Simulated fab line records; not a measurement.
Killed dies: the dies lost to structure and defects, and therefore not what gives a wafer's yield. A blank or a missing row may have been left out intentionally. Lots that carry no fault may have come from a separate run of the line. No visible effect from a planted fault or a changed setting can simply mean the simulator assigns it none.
Chamber matching    flow nandHarc    NHARC_A_WL_FILL_ALD_02 on aldMetal-03: 4 sister chambers
The step deposits TiN, target thk 2 nm, pulse time 3 s, ald cycles 100. 8 wafers are shown with their chamber, then 11 later ones without.

== WAFERS WITH THEIR CHAMBER ==
wafer   chamber  heaterPowerW (W)  heaterPowerOuterW (W)
L076.5  3        1256              793
L081.4  0        1598              991
L086.1  1        1002              680
L086.5  2        1239              775
L087.2  2        1237              782
L087.3  3        1256              806
L087.5  0        1676              971
L088.1  1        1022              672

== WAFERS MISSING THEIR CHAMBER ==
wafer   heaterPowerW (W)  heaterPowerOuterW (W)
L088.3  1279              802
L088.4  1242              801
L094.3  1246              811
L094.4  1004              689
L094.5  1637              1009
L095.2  1047              717
L095.4  1332              786
L095.6  1677              974
L097.1  1297              791
L097.4  1288              793
L097.5  1273              807

== THE CHAMBER EACH PASSED THROUGH ==
wafer    from the rows above       in truth
L088.3   3                         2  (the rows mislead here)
L088.4   can't be placed: 3 or 2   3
L094.3   3                         3
L094.4   1                         1
L094.5   0                         0
L095.2   1                         1
L095.4   can't be placed: 3 or 2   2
L095.6   0                         0
L097.1   can't be placed: 3 or 2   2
L097.4   can't be placed: 3 or 2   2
L097.5   3                         3
Correct placement for 6 of the 11. Cannot be placed on the basis of these rows: 4; the candidates contain the true chamber in 4. 1 placed wrongly.
How it was worked out, from the rows above alone: a wafer's distance from a chamber is the root of the sum, over the readings, of the square of ((its reading less the chamber's mean) divided by the reading's scatter). The wafer belongs to the nearest chamber; if the next one is less than 2 further off, it can't be placed. A chamber's mean is the mean of its shown wafers. The scatter is the square root of a quotient: the sum, over the shown wafers, of each reading's squared deviation from its chamber's mean, divided by wafers minus chambers.
